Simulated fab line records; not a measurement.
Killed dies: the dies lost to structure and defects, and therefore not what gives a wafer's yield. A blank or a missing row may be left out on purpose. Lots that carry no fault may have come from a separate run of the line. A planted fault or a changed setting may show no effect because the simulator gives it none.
A struck lot beside a sound one -- flow nandHarc -- 14 steps out of a route of 1159
Sound: wafers L676.2, L676.5, L676.6. The struck wafers were L673.1, L673.2, L673.3. The cause is given at the end.
Order at every step that has rows: each side's tool, ch and its chambers, its first start. Under that, the readings that differ: sound wafers -- struck wafers -- difference of the means -- sigmas: that difference in standard deviations of wafers without a fault.
alike: readings with means less than 2 such deviations apart, plus words and numbers identical on both sides. not compared: withheld readings, readings lacking a value on some wafer, bounds such as >300 that could conceal the same value, and numbers that have no deviation in the record and whose values overlap.
Wherever a step has rows on one side only, a row that says differs or no value, or a row with sigmas, the two part there. Non-overlapping numbers with no deviation appear without sigmas and do not part them. A reading missing from all wafers of one side parts the sides only when that side holds two or more wafers.

first, 7 steps without rows for these wafers: NHARC_A_BONDPAD_COAT_33 (time 65 s); NHARC_A_BONDPAD_COAT_03 (resist thk 600 nm); NHARC_A_BONDPAD_SOFTBAKE_04 (time 70 s); NHARC_A_BONDPAD_EBR_05; NHARC_A_BONDPAD_EXPOSE_06 (exposes mask A BPAD); NHARC_A_BONDPAD_PEB_07 (peb time 80 s); NHARC_A_BONDPAD_DEVELOP_08 (time 50 s).
NHARC_A_BONDPAD_CD_MEAS_09: the cd target is 500 nm.
  sound on cdSem-03 ch 0, day 22 21:17; struck on cdSem-01 ch 0, day 22 03:14
reading,sound,struck,difference,sigmas
cdNm (nm),499.7 497.8 499.7,501.9 503.1 504.7,+4.2,+2
NHARC_A_BONDPAD_OVL_MEAS_35:
  sound on overlay-01, day 22 21:22; struck on overlay-01, day 22 03:20
  alike: overlayXNm, overlayYNm
then, 1 step without rows for these wafers: NHARC_A_BONDPAD_HARDBAKE_10 (time 65 s).
NHARC_A_BONDPAD_DESCUM_11: chemistry O2, time 3 s.
  sound on rieDiel-01 ch 0,1,3, day 22 21:32; struck on rieDiel-11 ch 0,2,3, day 22 03:28
  alike: drypumpMotorCurrentA, oesProductAu, rfVppV, showerheadPlenumPTorr, throttleValvePct
  not compared: rfHoursCounterH
NHARC_A_BONDPAD_ETCH_34: etches the open film in N2/H2, target depth 60 nm, overetch 18 nm, time 65.91 s.
  sound on rieDiel-01 ch 0,1, day 22 21:35; struck on rieDiel-11 ch 0,1,2, day 22 03:33
  alike: drypumpMotorCurrentA, oesProductAu, rfVppV, runLengthS, showerheadPlenumPTorr, throttleValvePct
  not compared: rfHoursCounterH
NHARC_A_BONDPAD_ETCH_12: etches the open film in CHF3/O2, target depth 220 nm, time 110 s.
  sound on rieDiel-01 ch 0,1, day 22 21:43; struck on rieDiel-11 ch 0,1,2, day 22 03:38
reading,sound,struck,difference,sigmas
runLengthS (s),131.3 130.9 132.0,121.8 121.7 121.6,-9.7,-23
  alike: drypumpMotorCurrentA, oesProductAu, rfVppV, showerheadPlenumPTorr, throttleValvePct
  not compared: rfHoursCounterH
NHARC_A_BONDPAD_CD_MEAS_13:
  sound on cdSem-02, day 22 21:51; struck on cdSem-01, day 22 03:46
reading,sound,struck,difference,sigmas
cdNm (nm),498.4 497.6 499.2,502.0 502.9 504.5,+4.7,+2

## WHERE THEY PART
First at NHARC_A_BONDPAD_CD_MEAS_09; last, within this record, at NHARC_A_BONDPAD_CD_MEAS_13.

WHY: the cause the simulator had injected
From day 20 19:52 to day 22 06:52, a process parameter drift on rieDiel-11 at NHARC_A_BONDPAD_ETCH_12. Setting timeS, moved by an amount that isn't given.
